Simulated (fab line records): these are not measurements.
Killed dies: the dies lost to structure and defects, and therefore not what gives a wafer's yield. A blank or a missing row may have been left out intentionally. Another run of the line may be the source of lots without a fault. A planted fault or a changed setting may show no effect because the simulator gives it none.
fab line records / flow nand_harc
record: lots: 14 wafers: 42 last_day: 24
route steps=1159 shown P_GATE@169 A_M1@1046 A_BONDPAD@1073 THIN_TSV@1133 END@1159
lots that met no fault: from a run of the same line without faults
start_h: the number of hours between the record's first day and the start of the first shown wafer of the lot / wait_h: hours from the lot's prior step to this one / " as in the row above / L1.1+2: a row that stands for several wafers / - no value, or no start was given / * or withheld: withheld / < > ~ a bound
route shown NAME@n: NAME is a module with steps in the file, n the number in the route of the first one / usual: average and standard deviation across the fault-free wafers / same: alike in all rows / chamber/n: place in a boat / sites: each site's reading / _std_site: how widely they spread, as a standard deviation / _edge_site: mean of outer sites minus mean of inner sites / radius_mm: how far each site lies from the wafer's centre / mask NAME#n: copy n / behind: the most recent tool/chamber to have shaped the wafer / hold: reason for holding the lot/hours on hold/outcome of the hold / device: the transistor (n, p or np) that didn't switch / end of line: the tests these same wafers got at the end of their route / step lacking rows: just its recipe / killed: dies that structure and defects cost at the first sort, which is not the same as the wafer's yield / map: dies across one wafer; x = killed, . = not, _ = none there
set.NAME: the setting the step ran with; set.NAME@STEP: the setting that earlier step ran with / model.NAME: the simulator's own value behind a step, which no gauge read
steps of the route over a sample of lots; a table a step, a row a wafer
services: a tool's chamber out of use, with start hour (start_h, from the record's first day; less than 0 if before it), hours out, and reason
== steps ==
step: NHARC_P_GATE_DEVELOP_45
recipe: time_s: 70
lot.wafer=L946.1+4+6 tool=litho_track-02 chamber=0 start_h=97 wait_h=-
lot.wafer=L947.4+5+6 tool=litho_track-02 chamber=0 start_h=114 wait_h=-
lot.wafer=L949.1+3+6 tool=litho_track-05 chamber=0 start_h=121 wait_h=-
lot.wafer=L951.2+4+6 tool=litho_track-03 chamber=0 start_h=129 wait_h=-
lot.wafer=L957.1+5+6 tool=litho_track-05 chamber=0 start_h=167 wait_h=-
lot.wafer=L956.2+4+5 tool=litho_track-05 chamber=0 start_h=168 wait_h=-
lot.wafer=L958.1+2+4 tool=litho_track-03 chamber=0 start_h=180 wait_h=-
lot.wafer=L962.1+4+6 tool=litho_track-02 chamber=0 start_h=195 wait_h=-
lot.wafer=L964.1+4+6 tool=litho_track-03 chamber=0 start_h=205 wait_h=-
lot.wafer=L963.1+3+6 tool=litho_track-03 chamber=0 start_h=208 wait_h=-
lot.wafer=L966.3+5+6 tool=litho_track-03 chamber=0 start_h=222 wait_h=-
lot.wafer=L967.2+3+5 tool=litho_track-03 chamber=0 start_h=223 wait_h=-
lot.wafer=L969.1+4+6 tool=litho_track-03 chamber=0 start_h=233 wait_h=-
lot.wafer=L968.1+2+4 tool=litho_track-05 chamber=0 start_h=234 wait_h=-
step: NHARC_A_M1_DEGAS_29
recipe: temp_c: 250 time_s: 60
usual: heater_power_w: 336/32
lot.wafer=L946.4 tool=pvd_sputter-01 chamber=- start_h=406.27 wait_h=- heater_power_w=373
lot.wafer=L946.1 tool=pvd_sputter-01 chamber=- start_h=406.27 wait_h=- heater_power_w=322
lot.wafer=L946.6 tool=pvd_sputter-01 chamber=- start_h=406.27 wait_h=- heater_power_w=370
lot.wafer=L949.1 tool=pvd_sputter-02 chamber=- start_h=415.98 wait_h=- heater_power_w=332
lot.wafer=L949.3 tool=pvd_sputter-02 chamber=- start_h=415.98 wait_h=- heater_power_w=290
lot.wafer=L949.6 tool=pvd_sputter-02 chamber=- start_h=415.98 wait_h=- heater_power_w=333
lot.wafer=L947.4 tool=pvd_sputter-01 chamber=- start_h=418.11 wait_h=- heater_power_w=320
lot.wafer=L947.5 tool=pvd_sputter-01 chamber=- start_h=418.11 wait_h=- heater_power_w=317
lot.wafer=L947.6 tool=pvd_sputter-01 chamber=- start_h=418.11 wait_h=- heater_power_w=299
lot.wafer=L951.4 tool=pvd_sputter-03 chamber=- start_h=437.26 wait_h=- heater_power_w=298
lot.wafer=L951.2 tool=pvd_sputter-03 chamber=- start_h=437.26 wait_h=- heater_power_w=307
lot.wafer=L951.6 tool=pvd_sputter-03 chamber=- start_h=437.26 wait_h=- heater_power_w=325
lot.wafer=L957.1 tool=pvd_sputter-02 chamber=- start_h=469.69 wait_h=- heater_power_w=347
lot.wafer=L957.6 tool=pvd_sputter-02 chamber=- start_h=469.69 wait_h=- heater_power_w=294
lot.wafer=L956.4 tool=pvd_sputter-01 chamber=- start_h=471.30 wait_h=- heater_power_w=317
lot.wafer=L958.2 tool=pvd_sputter-01 chamber=- start_h=480.03 wait_h=- heater_power_w=374
lot.wafer=L958.4 tool=pvd_sputter-01 chamber=- start_h=480.03 wait_h=- heater_power_w=321
lot.wafer=L958.1 tool=pvd_sputter-01 chamber=- start_h=480.03 wait_h=- heater_power_w=289
lot.wafer=L962.4 tool=pvd_sputter-02 chamber=- start_h=489.91 wait_h=- heater_power_w=332
lot.wafer=L962.1 tool=pvd_sputter-02 chamber=- start_h=489.91 wait_h=- heater_power_w=293
lot.wafer=L962.6 tool=pvd_sputter-02 chamber=- start_h=489.91 wait_h=- heater_power_w=328
lot.wafer=L963.3 tool=pvd_sputter-02 chamber=- start_h=505.16 wait_h=- heater_power_w=349
lot.wafer=L963.1 tool=pvd_sputter-02 chamber=- start_h=505.16 wait_h=- heater_power_w=299
lot.wafer=L963.6 tool=pvd_sputter-02 chamber=- start_h=505.16 wait_h=- heater_power_w=333
lot.wafer=L964.4 tool=pvd_sputter-02 chamber=- start_h=510.09 wait_h=- heater_power_w=359
lot.wafer=L964.1 tool=pvd_sputter-02 chamber=- start_h=510.09 wait_h=- heater_power_w=333
lot.wafer=L964.6 tool=pvd_sputter-02 chamber=- start_h=510.09 wait_h=- heater_power_w=334
lot.wafer=L969.1 tool=pvd_sputter-02 chamber=- start_h=524.54 wait_h=- heater_power_w=362
lot.wafer=L969.4 tool=pvd_sputter-02 chamber=- start_h=524.54 wait_h=- heater_power_w=291
lot.wafer=L969.6 tool=pvd_sputter-02 chamber=- start_h=524.54 wait_h=- heater_power_w=329
lot.wafer=L967.3 tool=pvd_sputter-02 chamber=- start_h=529.07 wait_h=- heater_power_w=335
lot.wafer=L967.2 tool=pvd_sputter-02 chamber=- start_h=529.07 wait_h=- heater_power_w=348
lot.wafer=L967.5 tool=pvd_sputter-02 chamber=- start_h=529.07 wait_h=- heater_power_w=356
lot.wafer=L966.3 tool=pvd_sputter-01 chamber=- start_h=529.77 wait_h=- heater_power_w=382
lot.wafer=L966.5 tool=pvd_sputter-01 chamber=- start_h=529.77 wait_h=- heater_power_w=364
lot.wafer=L966.6 tool=pvd_sputter-01 chamber=- start_h=529.77 wait_h=- heater_power_w=384
lot.wafer=L968.4 tool=pvd_sputter-03 chamber=- start_h=531.96 wait_h=- heater_power_w=328
lot.wafer=L968.1 tool=pvd_sputter-03 chamber=- start_h=531.96 wait_h=- heater_power_w=290
lot.wafer=L968.2 tool=pvd_sputter-03 chamber=- start_h=531.96 wait_h=- heater_power_w=288
step: NHARC_A_BONDPAD_OVL_MEAS_35
usual: overlay_x_nm: -1/4.4 overlay_y_nm: 1/5.8
lot.wafer=L946.1 tool=overlay-01 chamber=- start_h=409.83 wait_h=- overlay_x_nm=0 overlay_y_nm=-9
lot.wafer=L946.4 tool=overlay-01 chamber=- start_h=409.83 wait_h=- overlay_x_nm=0 overlay_y_nm=-10
lot.wafer=L946.6 tool=overlay-01 chamber=- start_h=409.83 wait_h=- overlay_x_nm=0 overlay_y_nm=-9
lot.wafer=L949.1 tool=overlay-02 chamber=- start_h=419.74 wait_h=- overlay_x_nm=-8 overlay_y_nm=1
lot.wafer=L949.3 tool=overlay-02 chamber=- start_h=419.74 wait_h=- overlay_x_nm=-8 overlay_y_nm=1
lot.wafer=L949.6 tool=overlay-02 chamber=- start_h=419.74 wait_h=- overlay_x_nm=-8 overlay_y_nm=1
lot.wafer=L947.4 tool=overlay-02 chamber=- start_h=421.87 wait_h=- overlay_x_nm=-2 overlay_y_nm=1
lot.wafer=L947.5 tool=overlay-02 chamber=- start_h=421.87 wait_h=- overlay_x_nm=-2 overlay_y_nm=1
lot.wafer=L947.6 tool=overlay-02 chamber=- start_h=421.87 wait_h=- overlay_x_nm=-1 overlay_y_nm=0
lot.wafer=L951.2 tool=overlay-01 chamber=- start_h=440.94 wait_h=- overlay_x_nm=3 overlay_y_nm=4
lot.wafer=L951.4 tool=overlay-01 chamber=- start_h=440.94 wait_h=- overlay_x_nm=3 overlay_y_nm=4
lot.wafer=L951.6 tool=overlay-01 chamber=- start_h=440.94 wait_h=- overlay_x_nm=3 overlay_y_nm=4
lot.wafer=L957.1 tool=overlay-02 chamber=- start_h=473.27 wait_h=- overlay_x_nm=3 overlay_y_nm=-1
lot.wafer=L957.6 tool=overlay-02 chamber=- start_h=473.27 wait_h=- overlay_x_nm=3 overlay_y_nm=-2
lot.wafer=L956.4 tool=overlay-01 chamber=- start_h=474.87 wait_h=- overlay_x_nm=-3 overlay_y_nm=4
lot.wafer=L958.1 tool=overlay-02 chamber=- start_h=483.52 wait_h=- overlay_x_nm=-2 overlay_y_nm=-11
lot.wafer=L958.2 tool=overlay-02 chamber=- start_h=483.52 wait_h=- overlay_x_nm=-2 overlay_y_nm=-11
lot.wafer=L958.4 tool=overlay-02 chamber=- start_h=483.52 wait_h=- overlay_x_nm=-1 overlay_y_nm=-10
lot.wafer=L962.1 tool=overlay-01 chamber=- start_h=493.53 wait_h=- overlay_x_nm=3 overlay_y_nm=10
lot.wafer=L962.4 tool=overlay-01 chamber=- start_h=493.53 wait_h=- overlay_x_nm=3 overlay_y_nm=10
lot.wafer=L962.6 tool=overlay-01 chamber=- start_h=493.53 wait_h=- overlay_x_nm=3 overlay_y_nm=11
lot.wafer=L963.1 tool=overlay-02 chamber=- start_h=508.73 wait_h=- overlay_x_nm=6 overlay_y_nm=2
lot.wafer=L963.3 tool=overlay-02 chamber=- start_h=508.73 wait_h=- overlay_x_nm=6 overlay_y_nm=1
lot.wafer=L963.6 tool=overlay-02 chamber=- start_h=508.73 wait_h=- overlay_x_nm=6 overlay_y_nm=2
lot.wafer=L964.1 tool=overlay-02 chamber=- start_h=513.89 wait_h=- overlay_x_nm=-2 overlay_y_nm=3
lot.wafer=L964.4 tool=overlay-02 chamber=- start_h=513.89 wait_h=- overlay_x_nm=-3 overlay_y_nm=3
lot.wafer=L964.6 tool=overlay-02 chamber=- start_h=513.89 wait_h=- overlay_x_nm=-3 overlay_y_nm=3
lot.wafer=L969.1 tool=overlay-01 chamber=- start_h=528.35 wait_h=- overlay_x_nm=-5 overlay_y_nm=3
lot.wafer=L969.4 tool=overlay-01 chamber=- start_h=528.35 wait_h=- overlay_x_nm=-5 overlay_y_nm=3
lot.wafer=L969.6 tool=overlay-01 chamber=- start_h=528.35 wait_h=- overlay_x_nm=-5 overlay_y_nm=3
lot.wafer=L967.2 tool=overlay-02 chamber=- start_h=532.50 wait_h=- overlay_x_nm=-4 overlay_y_nm=-1
lot.wafer=L967.3 tool=overlay-02 chamber=- start_h=532.50 wait_h=- overlay_x_nm=-4 overlay_y_nm=-2
lot.wafer=L967.5 tool=overlay-02 chamber=- start_h=532.50 wait_h=- overlay_x_nm=-3 overlay_y_nm=-2
lot.wafer=L966.3 tool=overlay-02 chamber=- start_h=533.22 wait_h=- overlay_x_nm=-7 overlay_y_nm=4
lot.wafer=L966.5 tool=overlay-02 chamber=- start_h=533.22 wait_h=- overlay_x_nm=-7 overlay_y_nm=4
lot.wafer=L966.6 tool=overlay-02 chamber=- start_h=533.22 wait_h=- overlay_x_nm=-7 overlay_y_nm=4
lot.wafer=L968.1 tool=overlay-02 chamber=- start_h=536.09 wait_h=- overlay_x_nm=-1 overlay_y_nm=4
lot.wafer=L968.2 tool=overlay-02 chamber=- start_h=536.09 wait_h=- overlay_x_nm=-1 overlay_y_nm=4
lot.wafer=L968.4 tool=overlay-02 chamber=- start_h=536.09 wait_h=- overlay_x_nm=-1 overlay_y_nm=4
step: NHARC_THIN_TSV_CMP_21
recipe: t_overpolish_s: 30 target_thk_nm: 2000
usual: motor_current_A: 11.8/1.1 overpolish_run_s: 29.999/0.008 retaining_ring_pressure_frac: 1.000/0.0049
lot.wafer=L946.4 tool=cmp-01 chamber=2 start_h=429.94 wait_h=- motor_current_A=10.1 overpolish_run_s=29.995 retaining_ring_pressure_frac=0.999
lot.wafer=L946.1 tool=cmp-01 chamber=1 start_h=429.94 wait_h=- motor_current_A=11.2 overpolish_run_s=29.985 retaining_ring_pressure_frac=0.999
lot.wafer=L946.6 tool=cmp-01 chamber=3 start_h=429.94 wait_h=- motor_current_A=10.5 overpolish_run_s=30.003 retaining_ring_pressure_frac=0.999
lot.wafer=L949.3 tool=cmp-02 chamber=1 start_h=441.21 wait_h=- motor_current_A=13.1 overpolish_run_s=30.013 retaining_ring_pressure_frac=0.999
lot.wafer=L949.1 tool=cmp-02 chamber=3 start_h=441.21 wait_h=- motor_current_A=12.7 overpolish_run_s=30.008 retaining_ring_pressure_frac=1.001
lot.wafer=L949.6 tool=cmp-02 chamber=0 start_h=441.21 wait_h=- motor_current_A=12.2 overpolish_run_s=30.000 retaining_ring_pressure_frac=0.998
lot.wafer=L947.4 tool=cmp-01 chamber=3 start_h=447.25 wait_h=- motor_current_A=11.4 overpolish_run_s=30.002 retaining_ring_pressure_frac=0.995
lot.wafer=L947.5 tool=cmp-01 chamber=2 start_h=447.25 wait_h=- motor_current_A=10.0 overpolish_run_s=29.998 retaining_ring_pressure_frac=1.002
lot.wafer=L947.6 tool=cmp-01 chamber=3 start_h=447.25 wait_h=- motor_current_A=11.1 overpolish_run_s=29.994 retaining_ring_pressure_frac=0.998
lot.wafer=L951.2 tool=cmp-01 chamber=2 start_h=467.96 wait_h=- motor_current_A=10.4 overpolish_run_s=29.991 retaining_ring_pressure_frac=1.003
lot.wafer=L951.4 tool=cmp-01 chamber=0 start_h=467.96 wait_h=- motor_current_A=12.1 overpolish_run_s=30.008 retaining_ring_pressure_frac=1.004
lot.wafer=L951.6 tool=cmp-01 chamber=2 start_h=467.96 wait_h=- motor_current_A=9.7 overpolish_run_s=30.000 retaining_ring_pressure_frac=0.997
lot.wafer=L957.1 tool=cmp-03 chamber=2 start_h=494.00 wait_h=- motor_current_A=10.7 overpolish_run_s=29.983 retaining_ring_pressure_frac=1.000
lot.wafer=L957.6 tool=cmp-03 chamber=0 start_h=494.00 wait_h=- motor_current_A=12.6 overpolish_run_s=29.987 retaining_ring_pressure_frac=0.991
lot.wafer=L956.4 tool=cmp-02 chamber=2 start_h=495.19 wait_h=- motor_current_A=11.7 overpolish_run_s=30.013 retaining_ring_pressure_frac=1.000
lot.wafer=L958.4 tool=cmp-03 chamber=2 start_h=506.99 wait_h=- motor_current_A=10.7 overpolish_run_s=29.999 retaining_ring_pressure_frac=1.003
lot.wafer=L958.1 tool=cmp-03 chamber=3 start_h=506.99 wait_h=- motor_current_A=12.6 overpolish_run_s=30.000 retaining_ring_pressure_frac=1.001
lot.wafer=L958.2 tool=cmp-03 chamber=0 start_h=506.99 wait_h=- motor_current_A=13.3 overpolish_run_s=30.010 retaining_ring_pressure_frac=1.000
lot.wafer=L962.1 tool=cmp-03 chamber=3 start_h=513.13 wait_h=- motor_current_A=12.5 overpolish_run_s=29.989 retaining_ring_pressure_frac=1.009
lot.wafer=L962.4 tool=cmp-03 chamber=2 start_h=513.13 wait_h=- motor_current_A=10.5 overpolish_run_s=29.990 retaining_ring_pressure_frac=1.006
lot.wafer=L962.6 tool=cmp-03 chamber=0 start_h=513.13 wait_h=- motor_current_A=12.8 overpolish_run_s=29.999 retaining_ring_pressure_frac=1.002
lot.wafer=L963.3 tool=cmp-01 chamber=1 start_h=530.38 wait_h=- motor_current_A=11.2 overpolish_run_s=29.989 retaining_ring_pressure_frac=0.993
lot.wafer=L963.1 tool=cmp-01 chamber=2 start_h=530.38 wait_h=- motor_current_A=10.0 overpolish_run_s=30.002 retaining_ring_pressure_frac=0.998
lot.wafer=L963.6 tool=cmp-01 chamber=1 start_h=530.38 wait_h=- motor_current_A=10.3 overpolish_run_s=30.008 retaining_ring_pressure_frac=0.989
lot.wafer=L964.1 tool=cmp-01 chamber=2 start_h=531.38 wait_h=- motor_current_A=9.8 overpolish_run_s=29.996 retaining_ring_pressure_frac=0.996
lot.wafer=L964.4 tool=cmp-01 chamber=3 start_h=531.38 wait_h=- motor_current_A=10.8 overpolish_run_s=29.987 retaining_ring_pressure_frac=0.996
lot.wafer=L964.6 tool=cmp-01 chamber=2 start_h=531.38 wait_h=- motor_current_A=10.0 overpolish_run_s=29.991 retaining_ring_pressure_frac=0.993
lot.wafer=L969.4 tool=cmp-02 chamber=3 start_h=548.96 wait_h=- motor_current_A=13.5 overpolish_run_s=30.009 retaining_ring_pressure_frac=0.996
lot.wafer=L969.1 tool=cmp-02 chamber=1 start_h=548.96 wait_h=- motor_current_A=12.4 overpolish_run_s=30.000 retaining_ring_pressure_frac=1.004
lot.wafer=L969.6 tool=cmp-02 chamber=3 start_h=548.96 wait_h=- motor_current_A=12.8 overpolish_run_s=29.995 retaining_ring_pressure_frac=0.991
lot.wafer=L967.2 tool=cmp-02 chamber=1 start_h=555.30 wait_h=- motor_current_A=12.2 overpolish_run_s=29.995 retaining_ring_pressure_frac=1.002
lot.wafer=L967.3 tool=cmp-02 chamber=2 start_h=555.30 wait_h=- motor_current_A=11.9 overpolish_run_s=29.986 retaining_ring_pressure_frac=0.992
lot.wafer=L967.5 tool=cmp-02 chamber=3 start_h=555.30 wait_h=- motor_current_A=13.0 overpolish_run_s=30.002 retaining_ring_pressure_frac=0.995
lot.wafer=L966.3 tool=cmp-03 chamber=0 start_h=556.50 wait_h=- motor_current_A=13.0 overpolish_run_s=30.005 retaining_ring_pressure_frac=1.001
lot.wafer=L966.5 tool=cmp-03 chamber=1 start_h=556.50 wait_h=- motor_current_A=13.4 overpolish_run_s=30.007 retaining_ring_pressure_frac=0.998
lot.wafer=L966.6 tool=cmp-03 chamber=2 start_h=556.50 wait_h=- motor_current_A=10.2 overpolish_run_s=29.991 retaining_ring_pressure_frac=0.998
lot.wafer=L968.1 tool=cmp-03 chamber=3 start_h=557.66 wait_h=- motor_current_A=12.7 overpolish_run_s=30.007 retaining_ring_pressure_frac=0.999
lot.wafer=L968.4 tool=cmp-03 chamber=1 start_h=557.66 wait_h=- motor_current_A=13.1 overpolish_run_s=29.995 retaining_ring_pressure_frac=1.005
lot.wafer=L968.2 tool=cmp-03 chamber=2 start_h=557.66 wait_h=- motor_current_A=10.5 overpolish_run_s=30.002 retaining_ring_pressure_frac=1.000
step: NHARC_END_SORT_01
recipe: temp_c: 25
usual: killed_at_array: 26/9.9 killed_at_other: 0.8/1 killed_at_periphery: 2.8/2.2 killed_dies: 29/9.9 killed_open: 3.2/1.8 killed_short: 2.1/1.4
same: gross_dies: 677
lot.wafer=L957.1 tool=prober-02 chamber=0 start_h=504.44 wait_h=2.5 killed_at_array=43 killed_at_other=0 killed_at_periphery=1 killed_dies=44 killed_open=3 killed_short=1
lot.wafer=L957.5 tool=prober-02 chamber=0 start_h=507.66 wait_h=3.7 killed_at_array=30 killed_at_other=2 killed_at_periphery=645 killed_dies=677 killed_open=0 killed_short=1
lot.wafer=L957.6 tool=prober-02 chamber=0 start_h=508.46 wait_h=4.0 killed_at_array=31 killed_at_other=0 killed_at_periphery=3 killed_dies=34 killed_open=4 killed_short=0
lot.wafer=L956.2 tool=prober-01 chamber=0 start_h=505.13 wait_h=2.8 killed_at_array=15 killed_at_other=1 killed_at_periphery=661 killed_dies=677 killed_open=3 killed_short=2
lot.wafer=L956.4 tool=prober-01 chamber=0 start_h=506.73 wait_h=3.4 killed_at_array=19 killed_at_other=0 killed_at_periphery=1 killed_dies=20 killed_open=2 killed_short=3
lot.wafer=L956.5 tool=prober-01 chamber=0 start_h=507.52 wait_h=3.7 killed_at_array=18 killed_at_other=0 killed_at_periphery=659 killed_dies=677 killed_open=1 killed_short=0
killed by level:class
L957.1 A_CHANNEL_HOLE_D1:chamber_film_flake=17 A_SLIT:chamber_film_flake=14 A_SGD_CUT:chamber_film_flake=4 A_CONTACT:chamber_film_flake=2 A_ONON_D1:geometric_particle:short=1 A_BLC:geometric_particle:open=1 A_M0:geometric_particle:open=1 A_M1:geometric_particle:open=1
L956.2 P_GATE:area_develop=660 A_CONTACT:chamber_film_flake=7 A_STAIRCASE:chamber_film_flake=3 A_CONTACT:geometric_particle:open=2 P_GATE:geometric_particle:open=1 A_WL_FILL:geometric_particle:short=1 STARTING-WAFER:geometric_particle:short=1 A_CHANNEL_HOLE_D1:chamber_film_flake=1
L956.4 A_STAIRCASE:chamber_film_flake=6 A_CONTACT:chamber_film_flake=6 A_CHANNEL_FILL_D1:geometric_particle:open=2 A_CHANNEL_HOLE_D1:chamber_film_flake=2 A_CHANNEL_FILL_D1:geometric_particle:short=1 A_WL_FILL:geometric_particle:short=1 A_CONTACT:geometric_particle:short=1 P_ZERO_WELL:chamber_film_flake=1
L956.5 P_GATE:area_develop=657 A_STAIRCASE:chamber_film_flake=7 A_CHANNEL_HOLE_D1:chamber_film_flake=5 A_CONTACT:chamber_film_flake=4 P_M0:geometric_particle:open=1 P_GATE:chamber_film_flake=1 A_SLIT:chamber_film_flake=1 A_BLC:chamber_film_flake=1
L957.5 P_GATE:area_develop=643 A_CHANNEL_HOLE_D1:chamber_film_flake=12 A_SLIT:chamber_film_flake=6 A_STAIRCASE:chamber_film_flake=3 A_SGD_CUT:chamber_film_flake=3 P_STI:chamber_film_flake=2 A_ZERO_WELL:chamber_film_flake=2 THIN_TSV:chamber_film_flake=2
L957.6 A_SLIT:chamber_film_flake=12 A_CHANNEL_HOLE_D1:chamber_film_flake=10 A_SGD_CUT:chamber_film_flake=3 A_CONTACT:chamber_film_flake=2 P_CONTACT:geometric_particle:open=1 A_CHANNEL_HOLE_D1:geometric_particle:open=1 A_BLC:geometric_particle:open=1 A_M1:geometric_particle:open=1
== services ==
tool=cmp-01 chamber=- start_h=81.50 hours=4.0 kind=pm
tool=pvd_sputter-01 chamber=- start_h=84.24 hours=6.7 kind=repair
tool=cmp-03 chamber=- start_h=104.10 hours=4.7 kind=repair
tool=cmp-03 chamber=- start_h=156.00 hours=4.0 kind=pm
tool=pvd_sputter-02 chamber=- start_h=156.62 hours=3.6 kind=repair
tool=cmp-01 chamber=- start_h=158.27 hours=0.5 kind=repair
tool=pvd_sputter-01 chamber=- start_h=162.10 hours=10.0 kind=pm
tool=cmp-01 chamber=- start_h=179.62 hours=4.0 kind=pm
tool=cmp-03 chamber=- start_h=208.79 hours=2.6 kind=repair
tool=litho_track-03 chamber=- start_h=213.00 hours=7.0 kind=pm
tool=pvd_sputter-02 chamber=- start_h=214.00 hours=10.0 kind=pm
tool=cmp-03 chamber=- start_h=254.00 hours=4.0 kind=pm
tool=cmp-01 chamber=- start_h=277.65 hours=4.0 kind=pm
tool=cmp-01 chamber=- start_h=306.47 hours=0.4 kind=repair
tool=cmp-03 chamber=- start_h=352.00 hours=4.0 kind=pm
tool=cmp-01 chamber=- start_h=375.65 hours=4.0 kind=pm
tool=litho_track-03 chamber=- start_h=388.00 hours=7.0 kind=pm
tool=pvd_sputter-02 chamber=- start_h=392.00 hours=10.0 kind=pm
tool=cmp-01 chamber=- start_h=412.07 hours=3.7 kind=repair
tool=cmp-03 chamber=- start_h=442.01 hours=0.3 kind=repair
tool=cmp-03 chamber=- start_h=450.09 hours=4.0 kind=pm
tool=cmp-01 chamber=- start_h=473.65 hours=4.0 kind=pm
tool=cmp-01 chamber=- start_h=492.59 hours=4.4 kind=repair
tool=cmp-03 chamber=- start_h=548.09 hours=4.0 kind=pm
== key ==
first_sign: step: NHARC_END_SORT_01 reading: killed_at_periphery direction: up sigmas: 99+ usual: 2.8 struck: 655
effect: step: NHARC_END_SORT_01 reading: killed_dies direction: up sigmas: 65 usual: 29 struck: 677
more_kills_born_at: NHARC_P_GATE_DEVELOP_45@litho_track-05: 1960
met_at NHARC_P_GATE_DEVELOP_45
struck_lots L956,L957
struck_wafers L956.2,L956.5,L957.5
later_rows_left_out L956.2,L956.5,L957.5
tester_left_out L956,L957
not_acting_at NHARC_A_M1_DEGAS_29,NHARC_A_BONDPAD_OVL_MEAS_35,NHARC_THIN_TSV_CMP_21
onset_between 121 167
fault: kind: process_parameter_drift tool: litho_track-05 chamber: - onset_h: 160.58 steps: NHARC_P_GATE_DEVELOP_45 channel: time_s offset: * shape: step end_h: 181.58 scope: struck_wafers_only acts_in: * stated: *
tester_left_out: of these lots the tester's yield and bins aren't shown, on N5 and GAA mostly nor the transistor test; their killed dies are dies lost to structure and defects alone, not to doping, threshold or leakage, so they don't give the yield
later_rows_left_out: the simulator's readings of these wafers behind a module that went badly wrong aren't trusted and aren't shown, but for the sort
